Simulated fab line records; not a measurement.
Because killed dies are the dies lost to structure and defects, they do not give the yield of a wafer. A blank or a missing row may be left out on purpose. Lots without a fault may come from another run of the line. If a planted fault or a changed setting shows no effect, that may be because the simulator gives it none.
Which of the tools did it? | flow nandHarc | 12 lots, 36 wafers sampled, at 5 steps of a route of 1302

WHAT EACH GAUGE READ, for each wafer
NHARC_A_CHANNEL_FILL_D1_INSPECT_13.
lot  | measured     | on               | rawDefectCount
L177 | day 10 23:13 | defectInspect-02 | 297 189 195
L178 | day 11 08:34 | defectInspect-02 | 231 287 239
L179 | day 11 08:28 | defectInspect-02 | 397 355 514
L180 | day 12 05:02 | defectInspect-01 | 222 378 324
L182 | day 12 17:22 | defectInspect-01 | 282 240 294
L184 | day 13 22:50 | defectInspect-02 | 242 261 298
L186 | day 14 14:48 | defectInspect-02 | 343 294 235
L187 | day 15 09:52 | defectInspect-02 | 440 201 315
L188 | day 15 18:08 | defectInspect-02 | 209 268 243
L193 | day 17 11:43 | defectInspect-01 | 302 229 253
L196 | day 18 21:14 | defectInspect-02 | 155 253 186
L198 | day 19 17:02 | defectInspect-02 | 309 444 272

NHARC_END_SORT_01.
lot  | measured     | on        | killedAtArray | killedAtOther | killedAtPeriphery | killedDies  | killedOpen | killedShort
L177 | day 25 11:07 | prober-01 | 39 48 26      | 0 0 0         | 1 3 1             | 40 51 27    | 2 4 1      | 3 2 2
L178 | day 24 17:19 | prober-01 | 56 63 60      | 1 0 0         | 3 2 5             | 60 65 65    | 0 4 1      | 2 2 1
L179 | day 25 00:56 | prober-01 | 51 61 53      | 2 0 0         | 5 6 4             | 58 67 57    | 4 5 0      | 1 3 2
L180 | day 25 17:19 | prober-01 | 26 35 32      | 0 0 0         | 3 3 4             | 29 38 36    | 4 5 4      | 1 1 0
L182 | day 26 02:51 | prober-02 | 25 28 21      | 0 2 3         | 3 0 1             | 28 30 25    | 2 2 1      | 3 2 0
L184 | day 27 12:56 | prober-01 | 62 65 61      | 0 0 0         | 6 5 2             | 68 70 63    | 3 6 4      | 4 0 2
L186 | day 27 23:02 | prober-02 | 26 28 39      | 0 0 3         | 1 2 2             | 27 30 44    | 1 3 4      | 4 2 4
L187 | day 29 14:44 | prober-02 | 35 32 32      | 0 0 0         | 0 1 0             | 35 33 32    | 3 2 1      | 3 3 5
L188 | day 29 13:58 | prober-01 | 47 44 24      | 0 0 0         | 5 2 1             | 52 46 25    | 2 4 1      | 2 1 1
L193 | day 31 05:11 | prober-02 | 65 59 60      | 0 0 0         | 2 1 6             | 67 60 66    | 2 3 2      | 3 4 3
L196 | day 32 20:50 | prober-01 | 174 114 152   | 0 0 0         | 1 3 5             | 175 117 157 | 3 4 6      | 1 3 0
L198 | day 33 05:00 | prober-02 | 105 167 144   | 2 0 1         | 8 8 6             | 115 175 151 | 5 4 1      | 3 4 3

WHAT TOOL EACH LOT RAN ON (gives the tool, then ch and the chambers of the sampled wafers, and finally the start)
lot  | NHARC_A_CHANNEL_FILL_D1_STRIP_28  | NHARC_A_DECK1_JOINT_ETCHBACK_07 | NHARC_A_DECK1_JOINT_ETCHBACK_00
L177 | rieDiel-12 ch 0,1,2, day 9 23:41  | rieSi-04 ch 0,1,3, day 10 23:19 | rieSi-05 ch 0,1, day 11 10:00
L178 | rieDiel-06 ch 0,3, day 10 08:28   | rieSi-06 ch 0,1,2, day 11 08:39 | rieSi-04 ch 0,1,2, day 11 20:47
L179 | rieDiel-12 ch 0,1,3, day 10 08:32 | rieSi-04 ch 0,1, day 11 08:32   | rieSi-06 ch 1,3, day 11 20:47
L180 | rieDiel-12 ch 1,3, day 11 05:04   | rieSi-05 ch 0,2,3, day 12 05:05 | rieSi-04 ch 0,2, day 12 17:38
L182 | rieDiel-06 ch 1,2,3, day 11 17:44 | rieSi-06 ch 0,1,2, day 12 17:25 | rieSi-06 ch 0,2,3, day 13 04:05
L184 | rieDiel-12 ch 0,3, day 12 23:17   | rieSi-04 ch 0,1,2, day 13 22:55 | rieSi-05 ch 0,3, day 14 09:38
L186 | rieDiel-06 ch 0,1,3, day 13 15:17 | rieSi-06 ch 0,2,3, day 14 14:53 | rieSi-05 ch 0,1,2, day 15 01:34
L187 | rieDiel-03 ch 0,1,2, day 14 06:28 | rieSi-06 ch 0,3, day 15 09:56   | rieSi-04 ch 0,1,2, day 16 03:47
L188 | rieDiel-12 ch 0,1,2, day 14 18:37 | rieSi-04 ch 1,2,3, day 15 18:11 | rieSi-05 ch 0,1,2, day 16 06:17
L193 | rieDiel-03 ch 1,2, day 16 12:23   | rieSi-05 ch 0,2, day 17 11:48   | rieSi-04 ch 0,1,3, day 18 06:39
L196 | rieDiel-03 ch 0,1, day 17 21:43   | rieSi-05 ch 0,2, day 18 21:17   | rieSi-05 ch 1,3, day 19 07:44
L198 | rieDiel-03 ch 0,3, day 18 15:28   | rieSi-06 ch 0,2,3, day 19 17:08 | rieSi-05 ch 0,1,3, day 20 03:52
- NHARC_A_CHANNEL_FILL_D1_STRIP_28: strips in O2, time 20 s.
- NHARC_A_DECK1_JOINT_ETCHBACK_07: etches the open film in HBr, target depth 105 nm, time 26.9 s.
- NHARC_A_DECK1_JOINT_ETCHBACK_00: etches the open film in HBr, target depth 30 nm, time 17.4 s.

AS READ BY THE TOOLS THEMSELVES (means over the sampled wafers that have a number; for cases with no such wafer, the mark the record gives instead)
NHARC_A_CHANNEL_FILL_D1_STRIP_28.
lot  | tool       | drypumpMotorCurrentA (A) | mfcArSccm (sccm) | oesProductAu (a.u.) | rfVppV (V) | showerheadPlenumPTorr (Torr) | throttleValvePct (%)
L177 | rieDiel-12 | 6.2                      | 0.002            | 0.994               | 57.7       | 3.58                         | 17.036
L178 | rieDiel-06 | 6.1                      | 0.017            | 1.001               | 57.7       | 3.69                         | 17.029
L179 | rieDiel-12 | 5.6                      | 0.002            | 0.992               | 58.7       | 3.59                         | 17.035
L180 | rieDiel-12 | 5.5                      | 0.000            | 0.997               | 57.6       | 3.51                         | 17.041
L182 | rieDiel-06 | 5.5                      | 0.018            | 0.993               | 57.9       | 3.60                         | 17.035
L184 | rieDiel-12 | 5.1                      | 0.002            | 0.995               | 57.8       | 3.72                         | 17.032
L186 | rieDiel-06 | 6.0                      | 0.010            | 0.989               | 58.8       | 3.60                         | 17.040
L187 | rieDiel-03 | 5.7                      | 0.021            | 0.998               | 58.4       | 3.64                         | 17.035
L188 | rieDiel-12 | 6.2                      | 0.002            | 1.002               | 57.8       | 3.58                         | 17.041
L193 | rieDiel-03 | 5.6                      | 0.009            | 1.013               | 58.7       | 3.69                         | 17.041
L196 | rieDiel-03 | 5.6                      | 0.020            | 0.997               | 58.8       | 3.66                         | 17.039
L198 | rieDiel-03 | 5.9                      | 0.035            | 0.998               | 58.5       | 3.54                         | 17.029

NHARC_A_DECK1_JOINT_ETCHBACK_07.
lot  | tool     | drypumpMotorCurrentA (A) | oesProductAu (a.u.) | rfFwdPowerW (W) | throttleValvePct (%)
L177 | rieSi-04 | 5.7                      | 1.005               | 347.1           | 23.278
L178 | rieSi-06 | 5.9                      | 1.004               | 343.2           | 23.262
L179 | rieSi-04 | 5.6                      | 0.998               | 346.9           | 23.263
L180 | rieSi-05 | 5.0                      | 0.988               | 344.0           | 23.265
L182 | rieSi-06 | 5.9                      | 0.994               | 342.4           | 23.259
L184 | rieSi-04 | 5.7                      | 0.997               | 346.5           | 23.261
L186 | rieSi-06 | 5.6                      | 1.001               | 343.1           | 23.264
L187 | rieSi-06 | 5.5                      | 1.010               | 342.2           | 23.260
L188 | rieSi-04 | 5.8                      | 0.999               | 346.8           | 23.263
L193 | rieSi-05 | 5.2                      | 0.983               | 346.6           | 23.271
L196 | rieSi-05 | 5.1                      | 0.996               | 344.9           | 23.270
L198 | rieSi-06 | 5.6                      | 1.001               | 341.9           | 23.263

NHARC_A_DECK1_JOINT_ETCHBACK_00.
lot  | tool     | drypumpMotorCurrentA (A) | oesProductAu (a.u.) | rfFwdPowerW (W) | throttleValvePct (%)
L177 | rieSi-05 | 5.4                      | 0.984               | 343.3           | 23.266
L178 | rieSi-04 | 5.7                      | 0.994               | 346.4           | 23.262
L179 | rieSi-06 | 5.4                      | 1.009               | 341.3           | 23.264
L180 | rieSi-04 | 5.9                      | 0.988               | 346.3           | 23.266
L182 | rieSi-06 | 5.7                      | 0.993               | 342.3           | 23.269
L184 | rieSi-05 | 4.9                      | 0.991               | 341.8           | 23.268
L186 | rieSi-05 | 5.2                      | 0.990               | 343.1           | 23.265
L187 | rieSi-04 | 5.7                      | 0.998               | 346.4           | 23.273
L188 | rieSi-05 | 5.3                      | 0.994               | 344.1           | 23.257
L193 | rieSi-04 | 5.7                      | 0.998               | 346.4           | 23.266
L196 | rieSi-05 | 5.4                      | 0.994               | 344.7           | 23.265
L198 | rieSi-05 | 5.1                      | 0.984               | 343.4           | 23.268

THE ANSWER, worked out from the rows above alone
Rule: the lots themselves supply what counts as usual. The widest of any qualifying gaps counts: lots, ordered by their means at a reading, are off when they make up no more than a third of the lots, leave a main group of 4 or more, and stand apart from it by 3 or more times the standard deviation of that group's means. A main group is skipped when, at the precision printed for the reading in the tables above, its means are all equal. A lot without any number at a reading at which 4 lots or more have one is off too. The other lots that the step has rows for count as sound. The gauges are gone through in route order, then the tools' own readings, and for those a lot's mean is taken as printed above. At the first step where some lot is off, the reading lying furthest off is the one used; lots without a number count as furthest.
Off: L196, L198 (NHARC_END_SORT_01, killedAtArray). Mean 43 and standard deviation 14 in the main group.
A tool fits if, at a process step before that reading, it ran every lot that is off, and no sound lot after the first of them. Those tools and the gauges at NHARC_END_SORT_01 are tried in the same way. Can't be told from this: 2 tools fit, rieDiel-03 at NHARC_A_CHANNEL_FILL_D1_STRIP_28, rieSi-05 at NHARC_A_DECK1_JOINT_ETCHBACK_00.

WHAT THE SIMULATOR HAD PUT IN
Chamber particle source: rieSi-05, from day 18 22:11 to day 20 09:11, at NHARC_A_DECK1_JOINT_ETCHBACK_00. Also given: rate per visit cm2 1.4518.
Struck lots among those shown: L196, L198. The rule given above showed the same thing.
